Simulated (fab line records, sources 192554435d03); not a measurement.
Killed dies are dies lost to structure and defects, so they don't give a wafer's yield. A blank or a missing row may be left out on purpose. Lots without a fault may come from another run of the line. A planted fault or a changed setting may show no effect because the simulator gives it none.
Chamber matching | flow n5_finfet | N5_BEOL_M6_CMP_52 on cmp-02: 4 sister chambers
The step polishes, stops on SiCOH lowk, t overpolish 6.9 s, target thk 80 nm. 4 wafers are shown with their chamber, then 11 later ones without.

WAFERS WITH THEIR CHAMBER
wafer  | chamber | motor_current_A (A)
L084.2 | 1       | 6.1
L087.5 | 3       | 5.3
L088.4 | 0       | 6.5
L093.1 | 2       | 7.1

WAFERS WITHOUT THEIR CHAMBER
wafer  | motor_current_A (A)
L093.3 | 6.7
L093.4 | 6.3
L095.1 | 5.6
L095.2 | 7.4
L095.3 | 6.6
L095.4 | 6.5
L095.5 | 6.5
L095.6 | 5.4
L094.2 | 6.4
L094.3 | 5.7
L094.6 | 6.7

WHICH CHAMBER EACH WENT THROUGH
wafer  | from the rows above          | in truth
L093.3 | can't be placed: 0 or 2 or 1 | 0
L093.4 | can't be placed: 0 or 1      | 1
L095.1 | can't be placed: 3 or 1      | 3
L095.2 | 2                            | 2
L095.3 | can't be placed: 0 or 1 or 2 | 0
L095.4 | can't be placed: 0 or 1      | 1
L095.5 | can't be placed: 0 or 1      | 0
L095.6 | 3                            | 3
L094.2 | can't be placed: 0 or 1      | 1
L094.3 | can't be placed: 1 or 3 or 0 | 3
L094.6 | can't be placed: 0 or 2 or 1 | 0
Placed correctly: 2 of 11. Can't be placed from these rows: 9 (the true chamber is among the candidates in 9). Placed wrongly: 0.
How it was worked out, from the rows above alone: a wafer's distance from a chamber is the root of the sum, over the readings, of the square of ((its reading less the chamber's mean) divided by the reading's scatter). The wafer belongs to the nearest chamber; if the next one is less than 2 further off, it can't be placed. A chamber's mean is the mean of its shown wafers. The scatter: with one shown wafer a chamber, the root of the mean of the squares of how far each hidden wafer lies from its nearest shown one.
